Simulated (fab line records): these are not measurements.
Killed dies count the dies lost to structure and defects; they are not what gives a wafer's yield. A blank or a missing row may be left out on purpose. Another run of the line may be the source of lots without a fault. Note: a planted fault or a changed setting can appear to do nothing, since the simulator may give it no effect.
A sampling plan put to the test	flow n5 finfet	one fab line, 38 faults that these records tell of, each judged on the records of the lots that it struck; 1 more is left out, because the records don't allow judging it
What counts as the plan is the set of the line's own looks, namely the steps on the route at which a gauge or an inspection reads a wafer and does not change it. A look is open to judgement when struck wafers have a number at it and the file gives its usual mean and standard deviation on fault-free wafers. Caught: the struck wafers' mean, at a look after the fault's first step, is 4 or more of those standard deviations (sigma) away from the usual mean. On the tool: the fault's steps, tested the same way using the tool's own readings. If the struck wafers alone have a blank record, or they carry another recipe, that too counts as caught.

== THE FAULTS, as the simulator had put them in ==
1. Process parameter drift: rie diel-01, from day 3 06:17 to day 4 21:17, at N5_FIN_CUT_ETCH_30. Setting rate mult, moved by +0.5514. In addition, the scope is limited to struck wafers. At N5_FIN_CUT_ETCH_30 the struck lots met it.
2. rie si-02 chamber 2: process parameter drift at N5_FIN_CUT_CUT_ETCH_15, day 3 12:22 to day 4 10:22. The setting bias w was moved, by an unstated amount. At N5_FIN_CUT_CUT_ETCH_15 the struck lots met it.
3. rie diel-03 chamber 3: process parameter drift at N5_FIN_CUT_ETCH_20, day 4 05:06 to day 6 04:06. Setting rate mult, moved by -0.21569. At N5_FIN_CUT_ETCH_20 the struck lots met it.
4. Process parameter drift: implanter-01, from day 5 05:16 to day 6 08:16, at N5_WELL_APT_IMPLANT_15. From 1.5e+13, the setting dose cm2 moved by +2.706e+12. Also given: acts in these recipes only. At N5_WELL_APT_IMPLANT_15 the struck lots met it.
5. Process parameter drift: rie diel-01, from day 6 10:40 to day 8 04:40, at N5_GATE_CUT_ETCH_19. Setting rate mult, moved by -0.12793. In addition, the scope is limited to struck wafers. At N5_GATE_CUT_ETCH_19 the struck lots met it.
6. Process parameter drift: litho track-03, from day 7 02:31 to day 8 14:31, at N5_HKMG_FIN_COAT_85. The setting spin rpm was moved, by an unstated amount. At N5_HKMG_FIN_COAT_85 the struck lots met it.
7. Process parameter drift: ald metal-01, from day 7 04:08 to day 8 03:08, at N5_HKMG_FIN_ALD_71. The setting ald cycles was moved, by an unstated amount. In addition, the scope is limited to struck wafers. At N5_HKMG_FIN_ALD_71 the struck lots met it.
8. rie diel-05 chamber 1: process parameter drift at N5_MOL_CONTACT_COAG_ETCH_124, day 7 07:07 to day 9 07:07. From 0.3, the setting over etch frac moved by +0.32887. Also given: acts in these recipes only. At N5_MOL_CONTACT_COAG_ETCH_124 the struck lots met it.
9. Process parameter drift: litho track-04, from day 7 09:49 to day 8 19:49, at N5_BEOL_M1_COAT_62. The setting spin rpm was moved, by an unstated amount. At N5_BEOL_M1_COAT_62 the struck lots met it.
10. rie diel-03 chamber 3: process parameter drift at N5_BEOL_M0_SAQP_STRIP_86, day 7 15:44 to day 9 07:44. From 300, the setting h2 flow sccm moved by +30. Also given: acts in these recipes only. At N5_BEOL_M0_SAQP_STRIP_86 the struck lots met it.
11. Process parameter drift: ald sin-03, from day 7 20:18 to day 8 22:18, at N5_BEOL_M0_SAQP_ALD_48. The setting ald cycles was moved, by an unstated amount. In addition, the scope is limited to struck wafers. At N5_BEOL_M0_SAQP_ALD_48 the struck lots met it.
12. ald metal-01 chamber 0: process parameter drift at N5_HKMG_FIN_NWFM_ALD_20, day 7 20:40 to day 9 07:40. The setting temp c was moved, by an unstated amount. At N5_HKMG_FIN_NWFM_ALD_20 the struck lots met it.
13. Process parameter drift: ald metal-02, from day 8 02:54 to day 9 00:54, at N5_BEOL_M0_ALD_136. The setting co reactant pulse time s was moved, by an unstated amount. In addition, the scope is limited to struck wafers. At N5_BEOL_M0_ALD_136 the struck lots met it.
14. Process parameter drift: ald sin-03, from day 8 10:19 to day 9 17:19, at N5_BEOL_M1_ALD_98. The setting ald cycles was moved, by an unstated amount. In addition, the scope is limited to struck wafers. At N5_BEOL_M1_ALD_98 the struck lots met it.
15. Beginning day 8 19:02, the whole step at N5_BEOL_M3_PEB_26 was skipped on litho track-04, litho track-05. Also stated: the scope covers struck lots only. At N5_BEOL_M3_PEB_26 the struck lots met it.
16. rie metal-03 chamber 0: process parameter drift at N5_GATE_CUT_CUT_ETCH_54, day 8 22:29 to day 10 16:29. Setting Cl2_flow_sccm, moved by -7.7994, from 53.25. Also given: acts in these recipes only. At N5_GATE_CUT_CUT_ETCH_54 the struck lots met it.
17. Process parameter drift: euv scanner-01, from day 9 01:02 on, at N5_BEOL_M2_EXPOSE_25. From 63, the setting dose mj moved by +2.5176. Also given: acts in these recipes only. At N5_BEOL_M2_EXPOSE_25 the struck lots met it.
18. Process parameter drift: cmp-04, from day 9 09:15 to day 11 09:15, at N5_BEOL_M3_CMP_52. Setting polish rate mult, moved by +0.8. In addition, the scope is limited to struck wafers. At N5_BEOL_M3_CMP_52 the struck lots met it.
19. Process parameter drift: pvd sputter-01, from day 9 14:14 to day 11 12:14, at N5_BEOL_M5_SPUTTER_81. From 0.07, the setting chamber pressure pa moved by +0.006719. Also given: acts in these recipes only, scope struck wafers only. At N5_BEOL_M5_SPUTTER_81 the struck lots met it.
20. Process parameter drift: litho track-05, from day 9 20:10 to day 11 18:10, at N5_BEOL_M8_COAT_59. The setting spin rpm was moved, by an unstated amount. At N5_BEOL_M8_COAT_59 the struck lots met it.
21. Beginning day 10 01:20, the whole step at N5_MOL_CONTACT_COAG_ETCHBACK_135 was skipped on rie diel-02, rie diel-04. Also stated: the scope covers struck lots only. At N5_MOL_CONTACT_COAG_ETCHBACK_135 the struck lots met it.
22. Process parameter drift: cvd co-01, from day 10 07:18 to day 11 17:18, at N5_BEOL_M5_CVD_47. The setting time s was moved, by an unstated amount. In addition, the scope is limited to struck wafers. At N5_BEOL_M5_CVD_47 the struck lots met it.
23. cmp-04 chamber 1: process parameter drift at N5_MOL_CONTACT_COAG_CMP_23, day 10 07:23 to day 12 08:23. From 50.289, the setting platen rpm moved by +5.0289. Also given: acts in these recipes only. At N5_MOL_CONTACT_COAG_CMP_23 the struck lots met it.
24. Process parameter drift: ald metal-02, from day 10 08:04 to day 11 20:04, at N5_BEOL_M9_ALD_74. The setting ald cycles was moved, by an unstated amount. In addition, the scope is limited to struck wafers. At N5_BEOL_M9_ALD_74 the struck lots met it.
25. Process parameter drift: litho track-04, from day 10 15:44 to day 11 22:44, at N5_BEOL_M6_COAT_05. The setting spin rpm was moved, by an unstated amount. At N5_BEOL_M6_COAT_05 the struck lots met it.
26. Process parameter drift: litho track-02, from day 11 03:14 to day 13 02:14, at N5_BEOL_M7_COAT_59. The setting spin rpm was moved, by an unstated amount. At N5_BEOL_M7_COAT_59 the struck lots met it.
27. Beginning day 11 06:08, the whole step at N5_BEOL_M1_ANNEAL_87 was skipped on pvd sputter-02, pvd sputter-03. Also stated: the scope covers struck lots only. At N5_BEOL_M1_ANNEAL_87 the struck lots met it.
28. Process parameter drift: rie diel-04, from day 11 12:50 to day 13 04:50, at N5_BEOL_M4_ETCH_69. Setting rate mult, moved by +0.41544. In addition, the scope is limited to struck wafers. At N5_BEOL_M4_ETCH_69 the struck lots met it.
29. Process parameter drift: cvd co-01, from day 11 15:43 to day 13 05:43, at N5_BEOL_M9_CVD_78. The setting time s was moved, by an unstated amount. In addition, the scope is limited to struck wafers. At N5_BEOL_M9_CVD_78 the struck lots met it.
30. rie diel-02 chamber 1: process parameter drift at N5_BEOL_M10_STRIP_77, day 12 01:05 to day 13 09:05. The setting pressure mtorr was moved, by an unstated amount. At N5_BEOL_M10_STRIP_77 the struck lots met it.
31. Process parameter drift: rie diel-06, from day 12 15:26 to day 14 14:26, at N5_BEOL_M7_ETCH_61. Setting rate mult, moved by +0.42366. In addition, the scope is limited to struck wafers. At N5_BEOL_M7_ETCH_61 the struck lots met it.
32. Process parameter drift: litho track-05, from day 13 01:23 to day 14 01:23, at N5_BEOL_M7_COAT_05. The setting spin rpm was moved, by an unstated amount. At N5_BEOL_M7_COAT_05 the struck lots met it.
33. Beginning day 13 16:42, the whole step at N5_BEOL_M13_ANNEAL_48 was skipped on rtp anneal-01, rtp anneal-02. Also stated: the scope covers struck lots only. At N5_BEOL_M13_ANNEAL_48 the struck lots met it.
34. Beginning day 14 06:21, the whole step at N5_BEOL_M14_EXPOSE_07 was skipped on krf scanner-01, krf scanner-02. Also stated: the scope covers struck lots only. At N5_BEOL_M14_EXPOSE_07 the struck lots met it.
35. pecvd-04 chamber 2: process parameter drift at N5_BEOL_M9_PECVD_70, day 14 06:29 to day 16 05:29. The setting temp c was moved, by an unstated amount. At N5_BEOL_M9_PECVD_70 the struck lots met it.
36. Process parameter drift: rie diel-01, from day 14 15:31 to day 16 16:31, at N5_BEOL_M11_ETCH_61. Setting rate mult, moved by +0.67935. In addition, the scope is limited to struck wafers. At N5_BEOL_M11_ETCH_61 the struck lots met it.
37. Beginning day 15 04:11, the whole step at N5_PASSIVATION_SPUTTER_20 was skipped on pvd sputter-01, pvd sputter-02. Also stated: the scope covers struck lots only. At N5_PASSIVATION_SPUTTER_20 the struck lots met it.
38. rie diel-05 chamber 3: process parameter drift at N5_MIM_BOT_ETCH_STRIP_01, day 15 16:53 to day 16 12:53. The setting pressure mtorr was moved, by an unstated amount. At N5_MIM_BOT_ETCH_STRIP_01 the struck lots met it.

== WHAT THE PLAN SAW ==
fault	on the tool itself	first look that catches it	reading, sigma	median hours from its first step to that look	hours from the fault's start to the first struck lot there	judged looks passed uncaught
1	etch rf on time s -13 sigma	not the one look that can be judged after it	-	-	-	1
2	under 2 sigma	not the one look that can be judged after it	-	-	-	1
3	etch rf on time s +9.9 sigma	not the one look that can be judged after it	-	-	-	1
4	dose ions cm2 +99 or beyond sigma	not the one look that can be judged after it	-	-	-	1
5	etch rf on time s +6.4 sigma	not the one look that can be judged after it	-	-	-	1
6	spin speed rpm +42 sigma	not the one look that can be judged after it	-	-	-	1
7	under 2 sigma	not the one look that can be judged after it	-	-	-	1
8	under 2 sigma	not the one look that can be judged after it	-	-	-	1
9	spin speed rpm -42 sigma	not the one look that can be judged after it	-	-	-	1
10	h2 flow sccm +26 sigma	not the one look that can be judged after it	strongest: ION_N at N5_BEOL_M4_RC_MEAS_101, +2.0	-	-	1
11	under 2 sigma	not the one look that can be judged after it	-	-	-	1
12	susceptor temp C -66 sigma	N5_BEOL_M4_RC_MEAS_101	VT_N_LONG +14	92.1	112	0
13	under 2 sigma	not the one look that can be judged after it	-	-	-	1
14	under 2 sigma	not the one look that can be judged after it	-	-	-	1
15	the tool's record is blank for the struck wafers	no look after it can be judged	-	-	-	0
16	mfc cl2 sccm -48 sigma	not the one look that can be judged after it	-	-	-	1
17	exposure dose mJ cm2 +38 sigma	not the one look that can be judged after it	-	-	-	1
18	barrier field endpoint s -15 sigma	none of the 2 looks that can be judged after it	strongest: VT_P at N5_BEOL_M4_RC_MEAS_101, -2.2	-	-	2
19	chamber pressure pa +41 sigma	no look after it can be judged	-	-	-	0
20	spin speed rpm -48 sigma	no look after it can be judged	-	-	-	0
21	the tool's record is blank for the struck wafers	not the one look that can be judged after it	-	-	-	1
22	run length s -99 or beyond sigma	no look after it can be judged	-	-	-	0
23	platen rpm +99 or beyond sigma	not the one look that can be judged after it	-	-	-	1
24	under 2 sigma	no look after it can be judged	-	-	-	0
25	spin speed rpm +70 sigma	not the one look that can be judged after it	-	-	-	1
26	spin speed rpm -99 or beyond sigma	no look after it can be judged	-	-	-	0
27	the tool's record is blank for the struck wafers	not the one look that can be judged after it	-	-	-	1
28	etch rf on time s -17 sigma	not the one look that can be judged after it	-	-	-	1
29	run length s -99 or beyond sigma	no look after it can be judged	-	-	-	0
30	chamber pressure mTorr +99 or beyond sigma	no look after it can be judged	-	-	-	0
31	etch rf on time s -11 sigma	no look after it can be judged	-	-	-	0
32	spin speed rpm -90 sigma	no look after it can be judged	-	-	-	0
33	the tool's record is blank for the struck wafers	no look after it can be judged	-	-	-	0
34	no reading that can be judged	no look after it can be judged	-	-	-	0
35	susceptor temp C -28 sigma	no look after it can be judged	-	-	-	0
36	etch rf on time s -16 sigma	no look after it can be judged	-	-	-	0
37	the tool's record is blank for the struck wafers	no look after it can be judged	-	-	-	0
38	chamber pressure mTorr +99 or beyond sigma	no look after it can be judged	-	-	-	0
Dash: fault not caught, or number not given in these records.

Caught at a look: 1 of 38. Caught on the tool: 30 of 38. By one or the other: 30 of 38.
On the tool alone, faults 1, 3, 4, 5, 6, 9, 10, 15, 16, 17, 18, 19, 20, 21, 22, 23, 25, 26, 27, 28, 29, 30, 31, 32, 33, 35, 36, 37, 38 were caught.
Caught by neither: faults 2, 7, 8, 11, 13, 14, 24, 34.

== THINNER SAMPLING ==
Were the look that catches a fault to measure just every second or every third lot (counted by lot number), the first struck lot would, at worst, be measured this late:
fault	struck lots at that look, in order of time	every lot	every second lot	every third lot
12	L451, L449	112 h	may miss all 2	may miss all 2
Hours are from the fault's start to the first struck lot that is measured. Since the struck wafers were tested as one group against 4 sigma, a single lot by itself may lie under the limit. Other struck lots may not be in these records.

== THE LONGEST TIMED WAY FROM STEP TO LOOK ==
For fault 12, N5_HKMG_FIN_NWFM_ALD_20 and N5_BEOL_M4_RC_MEAS_101 are separated by a median of 92.1 hours. No look between them can be judged.
